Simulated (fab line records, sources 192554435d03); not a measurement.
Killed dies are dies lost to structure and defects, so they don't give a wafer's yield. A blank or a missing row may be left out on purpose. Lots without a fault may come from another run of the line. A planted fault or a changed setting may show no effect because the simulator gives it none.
A struck lot beside a sound one | flow n5_finfet | 39 steps out of a route of 1938
Sound: wafers L608.2, L608.3, L608.4. Struck: wafer L596.5. (L596.2 of the same lot was not struck and is left out.) The cause comes at the end.
At each step with rows: each side's tool, then ch and its chambers, then its first start. Under that, the readings that differ: sound wafers | struck wafers | difference of the means | sigmas: that difference in standard deviations of wafers without a fault.
alike: readings whose means differ by less than 2 such deviations, and words and numbers that are the same on both sides. not compared: withheld readings, readings that some wafer has no value for, bounds like >300 that may hide the same value, and numbers for which the record gives no deviation and whose values overlap.
The two part at a step that has a row with sigmas, a row that says differs or no value, or rows on one side only. Numbers that don't overlap but have no deviation are shown without sigmas and don't part them. A reading that every wafer of one side lacks parts them only if that side has two wafers or more.

first, 9 steps without rows for these wafers: N5_BEOL_M4_DEVELOP_27 (develop time 30 s); N5_BEOL_M4_DESCUM_33 (chemistry O2, time 7 s); N5_BEOL_M4_ETCH_77 (etches underlayer in N2/H2, target depth 6.5 nm, time 5.2 s); N5_BEOL_M4_ETCH_69 (etches SiARC in CF4, target depth 15.6 nm, time 26 s); N5_BEOL_M4_ALD_98 (deposits SiO2, target thk 2.5 nm, pulse time 1 s, co reactant pulse time 1 s); N5_BEOL_M4_ETCHBACK_99 (etches SiO2 in CHF3, target depth 5 nm, time 10.4 s); N5_BEOL_M4_ETCH_70 (etches SOC in N2/H2, target depth 80 nm, overetch 24 nm, time 130 s); N5_BEOL_M4_STRIP_71 (strips in N2/H2); N5_BEOL_M4_STRIP_78 (strips in N2/H2).
N5_BEOL_M4_VIA_ETCH_34: etches the open film in C4F6/O2, target depth 69.4 nm, time 65.9 s.
  sound on rie_diel-05 ch 0,1,2, day 15 06:51; struck on rie_diel-01 ch 2, day 13 02:59
  reading                                  | sound             | struck | difference | sigmas
  oes_product_au (a.u.)                    | 0.72 0.79 0.86    | 0.48   | -0.31      | -4
  model.etch.depth_nm (nm)                 | 71.13 68.63 70.27 | 34.8   | -35.2      |
  model.SOC_of_BEOL_M4_COAT_67.thk_nm (nm) | 52 52.2 52.2      | 55.8   | +3.7       |
  alike: drypump_motor_current_A, rf_vpp_V, showerhead_plenum_p_Torr, throttle_valve_pct
  not compared: rf_hours_counter_h
then, 27 steps without rows for these wafers: N5_BEOL_M4_STRIP_83 (strips in C4F6/O2); N5_BEOL_M4_STRIP_36 (strips in N2/H2); N5_BEOL_M4_TRENCH_ETCH_37 (etches SiOC in C4F6/O2, target depth 55.555 nm, time 29.2 s); N5_BEOL_M4_ETCH_41 (etches SiCN in CH3F/O2, target depth 29.9 nm, time 52.5 s); N5_BEOL_M4_STRIP_97 (strips in N2/H2, time 10 s); N5_BEOL_M4_HM_STRIP_39 (strips TiN in peroxide tin strip, target depth 25 nm, time 158 s); N5_BEOL_M4_SRD_40 (time 30 s); N5_BEOL_M4_PRECLEAN_42 (cleans in residue remover, time 60 s); N5_BEOL_M4_SRD_43 (time 30 s); N5_BEOL_M4_DEGAS_44 (time 60 s); N5_BEOL_M4_PRE_CLEAN_45 (time 30 s); N5_BEOL_M4_ALD_84 (deposits TaN, pulse time 2 s, purge time 3 s, co reactant purge time 2 s); N5_BEOL_M4_SURFACE_TREAT_85; N5_BEOL_M4_CVD_47 (deposits Co from CCTBA/H2, target thk 3 nm, time 223.8 s); N5_BEOL_M4_SPUTTER_48 (material Cu, target thk 4.5 nm, time 8.29 s); N5_BEOL_M4_ANNEAL_49 (time 240 s); N5_BEOL_M4_SPUTTER_79 (material Cu, target thk 4.5 nm, time 8.29 s); N5_BEOL_M4_ANNEAL_80 (time 240 s); N5_BEOL_M4_SPUTTER_81 (material Cu, target thk 4.5 nm, time 8.29 s); N5_BEOL_M4_ANNEAL_82 (time 240 s); N5_BEOL_M4_SPUTTER_86 (material Cu, target thk 4.5 nm, time 8.29 s); N5_BEOL_M4_ANNEAL_87 (time 240 s); N5_BEOL_M4_SPUTTER_88 (material Cu, target thk 4.5 nm, time 8.29 s); N5_BEOL_M4_ANNEAL_89 (time 240 s); N5_BEOL_M4_SPUTTER_90 (material Cu, target thk 4.5 nm, time 8.29 s); N5_BEOL_M4_ANNEAL_91 (time 240 s); N5_BEOL_M4_SPUTTER_92 (material Cu, target thk 4.5 nm, time 8.29 s).
N5_BEOL_M4_RC_MEAS_101:
  sound on prober-02 ch 0, day 15 11:11; struck on prober-01 ch 0, day 13 09:40
  reading   | sound          | struck | difference | sigmas
  VT_P (mV) | -249 -248 -246 | -256   | -8         | -2
  alike: DIBL_N, DIBL_P, IOFF_N, IOFF_P, ION_N, ION_P, SS_N, SS_P, VT_N
-- the record jumps here: 5 days lie between the struck wafers' starts before and after (it left off in module BEOL_M4 and takes up again in module PASSIVATION, whose first step shown is number 1936 of the route) --
N5_PASSIVATION_PROBE_49:
  the record has rows for the struck wafers here (prober-01, day 17 23:14) and none for the sound ones

WHERE THEY PART
First at N5_BEOL_M4_VIA_ETCH_34; last, within this record, at N5_PASSIVATION_PROBE_49.

WHY: what the simulator had put in
Process parameter drift: rie_diel-01, from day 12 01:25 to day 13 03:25, at N5_BEOL_M4_VIA_ETCH_34. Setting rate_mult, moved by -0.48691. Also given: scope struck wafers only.
